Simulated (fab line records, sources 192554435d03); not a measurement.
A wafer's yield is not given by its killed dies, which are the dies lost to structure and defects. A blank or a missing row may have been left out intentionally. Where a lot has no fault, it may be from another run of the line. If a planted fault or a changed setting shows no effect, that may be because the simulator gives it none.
Which tool did it? :: flow n5-finfet :: 11 lots, 31 wafers sampled, at 4 steps of a route of 1938

== WHAT THE GAUGES SHOWED, per wafer ==
N5_PASSIVATION_CD_MEAS_44: target cd 40000 nm. Usual: cd-nm at 40001 nm, with a standard deviation of 6.5.
lot: L731
measured: day 12 07:27
on: cd-sem-03
cd-nm (nm): 40011 40006 40012
flag: 

lot: L735
measured: day 15 06:03
on: cd-sem-02
cd-nm (nm): 40005 40000 40007
flag: 

lot: L739
measured: day 16 07:04
on: cd-sem-01
cd-nm (nm): 39996 39994 39999
flag: 

lot: L737
measured: day 16 07:52
on: cd-sem-02
cd-nm (nm): 39998 39997 39992
flag: 

lot: L741
measured: day 16 13:30
on: cd-sem-01
cd-nm (nm): 40002 40014 40000
flag: 

lot: L743
measured: day 17 04:16
on: cd-sem-02
cd-nm (nm): 39995 39995
flag: 

lot: L745
measured: day 17 11:59
on: cd-sem-03
cd-nm (nm): 39995 40005 39997
flag: 

lot: L746
measured: day 17 11:14
on: cd-sem-01
cd-nm (nm): 39998 40010 40005
flag: 

lot: L747
measured: day 17 19:35
on: cd-sem-03
cd-nm (nm): 40013 40008
flag: 

lot: L749
measured: day 18 07:51
on: cd-sem-01
cd-nm (nm): 39992 39997 39991
flag: 

lot: L750
measured: day 18 21:09
on: cd-sem-02
cd-nm (nm): 40002 40005 40009
flag: 

== WHAT TOOL EACH LOT RAN ON (gives the tool, then ch and the chambers of the sampled wafers, and finally the start) ==
lot: L731
N5_BEOL_M7_VIA_ETCH_34: rie-diel-01 ch 1,2,3, day 9 11:43
N5_PASSIVATION_AL_DEP_21: pvd-sputter-03, day 12 05:11
N5_PASSIVATION_STRIP_34: rie-diel-03 ch 2,3, day 12 06:22

lot: L735
N5_BEOL_M7_VIA_ETCH_34: rie-diel-01 ch 0,3, day 12 09:11
N5_PASSIVATION_AL_DEP_21: pvd-sputter-02, day 15 03:10
N5_PASSIVATION_STRIP_34: rie-diel-04 ch 2,3, day 15 04:29

lot: L739
N5_BEOL_M7_VIA_ETCH_34: rie-diel-01 ch 0,1,2, day 12 20:31
N5_PASSIVATION_AL_DEP_21: pvd-sputter-03, day 16 04:26
N5_PASSIVATION_STRIP_34: rie-diel-04 ch 0,3, day 16 05:36

lot: L737
N5_BEOL_M7_VIA_ETCH_34: rie-diel-01 ch 0,1,2, day 12 21:07
N5_PASSIVATION_AL_DEP_21: pvd-sputter-03, day 16 05:31
N5_PASSIVATION_STRIP_34: rie-diel-05 ch 2,3, day 16 06:49

lot: L741
N5_BEOL_M7_VIA_ETCH_34: rie-diel-01 ch 0,3, day 13 01:26
N5_PASSIVATION_AL_DEP_21: pvd-sputter-03, day 16 10:51
N5_PASSIVATION_STRIP_34: rie-diel-03 ch 2,3, day 16 12:02

lot: L743
N5_BEOL_M7_VIA_ETCH_34: rie-diel-06 ch 2, day 13 05:19
N5_PASSIVATION_AL_DEP_21: pvd-sputter-03, day 17 01:39
N5_PASSIVATION_STRIP_34: rie-diel-05 ch 2,3, day 17 03:12

lot: L745
N5_BEOL_M7_VIA_ETCH_34: rie-diel-01 ch 0,3, day 13 14:13
N5_PASSIVATION_AL_DEP_21: pvd-sputter-03, day 17 09:12
N5_PASSIVATION_STRIP_34: rie-diel-03 ch 0,1,3, day 17 10:29

lot: L746
N5_BEOL_M7_VIA_ETCH_34: rie-diel-06 ch 0,1, day 14 02:00
N5_PASSIVATION_AL_DEP_21: pvd-sputter-03, day 17 08:52
N5_PASSIVATION_STRIP_34: rie-diel-03 ch 1,2,3, day 17 10:11

lot: L747
N5_BEOL_M7_VIA_ETCH_34: rie-diel-06 ch 0,1, day 14 08:37
N5_PASSIVATION_AL_DEP_21: pvd-sputter-02, day 17 17:07
N5_PASSIVATION_STRIP_34: rie-diel-05 ch 1,2, day 17 18:24

lot: L749
N5_BEOL_M7_VIA_ETCH_34: rie-diel-02 ch 2,3, day 15 01:35
N5_PASSIVATION_AL_DEP_21: pvd-sputter-02, day 18 05:23
N5_PASSIVATION_STRIP_34: rie-diel-05 ch 0,2, day 18 06:41

lot: L750
N5_BEOL_M7_VIA_ETCH_34: rie-diel-02 ch 2,3, day 15 11:18
N5_PASSIVATION_AL_DEP_21: pvd-sputter-03, day 18 18:49
N5_PASSIVATION_STRIP_34: rie-diel-03 ch 0,2,3, day 18 19:59
- N5_BEOL_M7_VIA_ETCH_34: etches SiCOH lowk in C4F6/O2, target depth 125.5 nm, time 50.5 s.
- N5_PASSIVATION_AL_DEP_21: deposits Al, target thk 2800 nm, time 170 s.
- N5_PASSIVATION_STRIP_34: strips in O2.

== WHAT THE TOOLS THEMSELVES READ (means of the sampled wafers that have a number; where no wafer has one, the mark that the record gives instead) ==
N5_BEOL_M7_VIA_ETCH_34. Usual: C4F6_flow_sccm 10.00 sccm, standard deviation 0.033; bias-w 185.1 W, standard deviation 0.59; drypump-motor-current-A 5.7 A, standard deviation 0.41; mfc-ar-sccm 300.1 sccm, standard deviation 0.94; oes-product-au 0.80 a.u., standard deviation 0.092; rf-vpp-V 665 V, standard deviation 17; showerhead-plenum-p-Torr 2.86 Torr, standard deviation 0.11; throttle-valve-pct 20.93 %, standard deviation 0.27.
lot: L731
tool: rie-diel-01
C4F6_flow_sccm (sccm): 10.01
bias-w (W): 185.4
drypump-motor-current-A (A): 5.7
mfc-ar-sccm (sccm): 301.3
oes-product-au (a.u.): 0.77
rf-vpp-V (V): 660
showerhead-plenum-p-Torr (Torr): 2.93
throttle-valve-pct (%): 20.91
flag: 

lot: L735
tool: rie-diel-01
C4F6_flow_sccm (sccm): 10.00
bias-w (W): 184.9
drypump-motor-current-A (A): 6.2
mfc-ar-sccm (sccm): 299.9
oes-product-au (a.u.): 0.87
rf-vpp-V (V): 661
showerhead-plenum-p-Torr (Torr): 2.84
throttle-valve-pct (%): 20.48
flag: 

lot: L739
tool: rie-diel-01
C4F6_flow_sccm (sccm): 10.02
bias-w (W): 185.2
drypump-motor-current-A (A): 5.5
mfc-ar-sccm (sccm): 300.7
oes-product-au (a.u.): 0.75
rf-vpp-V (V): 654
showerhead-plenum-p-Torr (Torr): 2.89
throttle-valve-pct (%): 21.16
flag: 

lot: L737
tool: rie-diel-01
C4F6_flow_sccm (sccm): 10.00
bias-w (W): 185.8
drypump-motor-current-A (A): 5.5
mfc-ar-sccm (sccm): 299.8
oes-product-au (a.u.): 0.75
rf-vpp-V (V): 654
showerhead-plenum-p-Torr (Torr): 2.89
throttle-valve-pct (%): 21.15
flag: 

lot: L741
tool: rie-diel-01
C4F6_flow_sccm (sccm): 10.01
bias-w (W): 185.1
drypump-motor-current-A (A): 6.2
mfc-ar-sccm (sccm): 299.9
oes-product-au (a.u.): 0.86
rf-vpp-V (V): 660
showerhead-plenum-p-Torr (Torr): 2.84
throttle-valve-pct (%): 20.50
flag: 

lot: L743
tool: rie-diel-06
C4F6_flow_sccm (sccm): 9.99
bias-w (W): 185.4
drypump-motor-current-A (A): 6.2
mfc-ar-sccm (sccm): 299.1
oes-product-au (a.u.): 0.67
rf-vpp-V (V): 660
showerhead-plenum-p-Torr (Torr): 2.88
throttle-valve-pct (%): 20.55
flag: 

lot: L745
tool: rie-diel-01
C4F6_flow_sccm (sccm): 10.02
bias-w (W): 185.7
drypump-motor-current-A (A): 6.1
mfc-ar-sccm (sccm): 300.2
oes-product-au (a.u.): 0.87
rf-vpp-V (V): 656
showerhead-plenum-p-Torr (Torr): 2.81
throttle-valve-pct (%): 20.71
flag: 

lot: L746
tool: rie-diel-06
C4F6_flow_sccm (sccm): 9.99
bias-w (W): 185.3
drypump-motor-current-A (A): 5.3
mfc-ar-sccm (sccm): 299.4
oes-product-au (a.u.): 0.82
rf-vpp-V (V): 689
showerhead-plenum-p-Torr (Torr): 2.90
throttle-valve-pct (%): 21.03
flag: 

lot: L747
tool: rie-diel-06
C4F6_flow_sccm (sccm): 9.98
bias-w (W): 184.8
drypump-motor-current-A (A): 5.3
mfc-ar-sccm (sccm): 300.1
oes-product-au (a.u.): 0.82
rf-vpp-V (V): 690
showerhead-plenum-p-Torr (Torr): 2.87
throttle-valve-pct (%): 20.98
flag: 

lot: L749
tool: rie-diel-02
C4F6_flow_sccm (sccm): 10.06
bias-w (W): 185.4
drypump-motor-current-A (A): 6.1
mfc-ar-sccm (sccm): 300.0
oes-product-au (a.u.): 0.78
rf-vpp-V (V): 666
showerhead-plenum-p-Torr (Torr): 2.74
throttle-valve-pct (%): 20.96
flag: 

lot: L750
tool: rie-diel-02
C4F6_flow_sccm (sccm): 10.00
bias-w (W): 185.6
drypump-motor-current-A (A): 6.1
mfc-ar-sccm (sccm): 299.9
oes-product-au (a.u.): 0.79
rf-vpp-V (V): 666
showerhead-plenum-p-Torr (Torr): 2.74
throttle-valve-pct (%): 20.96
flag: 

N5_PASSIVATION_AL_DEP_21. Usual: substrate-temp-c 399.97 C, standard deviation 0.24; throttle-valve-pct 30.0 %, standard deviation 0.63.
lot: L731
tool: pvd-sputter-03
substrate-temp-c (C): 399.87
throttle-valve-pct (%): 29.4
flag: 

lot: L735
tool: pvd-sputter-02
substrate-temp-c (C): 399.75
throttle-valve-pct (%): 30.1
flag: 

lot: L739
tool: pvd-sputter-03
substrate-temp-c (C): 400.09
throttle-valve-pct (%): 29.7
flag: 

lot: L737
tool: pvd-sputter-03
substrate-temp-c (C): 400.08
throttle-valve-pct (%): 29.6
flag: 

lot: L741
tool: pvd-sputter-03
substrate-temp-c (C): 400.23
throttle-valve-pct (%): 29.6
flag: 

lot: L743
tool: pvd-sputter-03
substrate-temp-c (C): 400.13
throttle-valve-pct (%): 29.8
flag: 

lot: L745
tool: pvd-sputter-03
substrate-temp-c (C): 399.89
throttle-valve-pct (%): 29.7
flag: 

lot: L746
tool: pvd-sputter-03
substrate-temp-c (C): 399.86
throttle-valve-pct (%): 29.7
flag: 

lot: L747
tool: pvd-sputter-02
substrate-temp-c (C): 400.04
throttle-valve-pct (%): 29.9
flag: 

lot: L749
tool: pvd-sputter-02
substrate-temp-c (C): 400.09
throttle-valve-pct (%): 30.0
flag: 

lot: L750
tool: pvd-sputter-03
substrate-temp-c (C): 399.97
throttle-valve-pct (%): 29.6
flag: 

N5_PASSIVATION_STRIP_34. Usual: drypump-motor-current-A 5.8 A, standard deviation 0.32; oes-product-au 0.81 a.u., standard deviation 0.07; rf-vpp-V 3.4 V, standard deviation 1.6; showerhead-plenum-p-Torr 2.10 Torr, standard deviation 0.074; throttle-valve-pct 16.66 %, standard deviation 0.27.
lot: L731
tool: rie-diel-03
drypump-motor-current-A (A): 5.9
oes-product-au (a.u.): 0.78
rf-vpp-V (V): 3.4
showerhead-plenum-p-Torr (Torr): 2.17
throttle-valve-pct (%): 16.89
flag: 

lot: L735
tool: rie-diel-04
drypump-motor-current-A (A): 6.0
oes-product-au (a.u.): 0.82
rf-vpp-V (V): 3.8
showerhead-plenum-p-Torr (Torr): 2.02
throttle-valve-pct (%): 16.55
flag: 

lot: L739
tool: rie-diel-04
drypump-motor-current-A (A): 5.9
oes-product-au (a.u.): 0.87
rf-vpp-V (V): 3.4
showerhead-plenum-p-Torr (Torr): 2.09
throttle-valve-pct (%): 16.58
flag: 

lot: L737
tool: rie-diel-05
drypump-motor-current-A (A): 5.9
oes-product-au (a.u.): 0.77
rf-vpp-V (V): 2.2
showerhead-plenum-p-Torr (Torr): 2.11
throttle-valve-pct (%): 16.91
flag: 

lot: L741
tool: rie-diel-03
drypump-motor-current-A (A): 5.6
oes-product-au (a.u.): 0.75
rf-vpp-V (V): 5.1
showerhead-plenum-p-Torr (Torr): 2.12
throttle-valve-pct (%): 16.71
flag: 

lot: L743
tool: rie-diel-05
drypump-motor-current-A (A): 6.1
oes-product-au (a.u.): 0.77
rf-vpp-V (V): 2.7
showerhead-plenum-p-Torr (Torr): 2.11
throttle-valve-pct (%): 16.82
flag: 

lot: L745
tool: rie-diel-03
drypump-motor-current-A (A): 5.7
oes-product-au (a.u.): 0.80
rf-vpp-V (V): 3.4
showerhead-plenum-p-Torr (Torr): 2.08
throttle-valve-pct (%): 16.63
flag: 

lot: L746
tool: rie-diel-03
drypump-motor-current-A (A): 5.8
oes-product-au (a.u.): 0.75
rf-vpp-V (V): 2.5
showerhead-plenum-p-Torr (Torr): 2.09
throttle-valve-pct (%): 16.78
flag: 

lot: L747
tool: rie-diel-05
drypump-motor-current-A (A): 5.7
oes-product-au (a.u.): 0.78
rf-vpp-V (V): 4.7
showerhead-plenum-p-Torr (Torr): 2.16
throttle-valve-pct (%): 16.61
flag: 

lot: L749
tool: rie-diel-05
drypump-motor-current-A (A): 5.8
oes-product-au (a.u.): 0.85
rf-vpp-V (V): 4.2
showerhead-plenum-p-Torr (Torr): 2.08
throttle-valve-pct (%): 16.41
flag: 

lot: L750
tool: rie-diel-03
drypump-motor-current-A (A): 5.7
oes-product-au (a.u.): 0.77
rf-vpp-V (V): 3.7
showerhead-plenum-p-Torr (Torr): 2.13
throttle-valve-pct (%): 16.82
flag: 

== THE ANSWER, worked out from the rows above alone ==
Rule: take the mean of a lot's wafers that have a number; if it is more than 3 standard deviations from the usual mean, the lot is off. Also off: a lot with no number at a reading for which 4 or more lots have one. Any other lot the step has rows for is counted as sound. First the gauges in route order, then the tools' own readings, where a lot's mean is used as printed above. The first step at which some lot is off is used, and at that step the reading that is off furthest; a lot without a number counts as furthest.
None of the lots is off at any reading shown; this tells nothing.

== WHAT THE SIMULATOR PUT IN ==
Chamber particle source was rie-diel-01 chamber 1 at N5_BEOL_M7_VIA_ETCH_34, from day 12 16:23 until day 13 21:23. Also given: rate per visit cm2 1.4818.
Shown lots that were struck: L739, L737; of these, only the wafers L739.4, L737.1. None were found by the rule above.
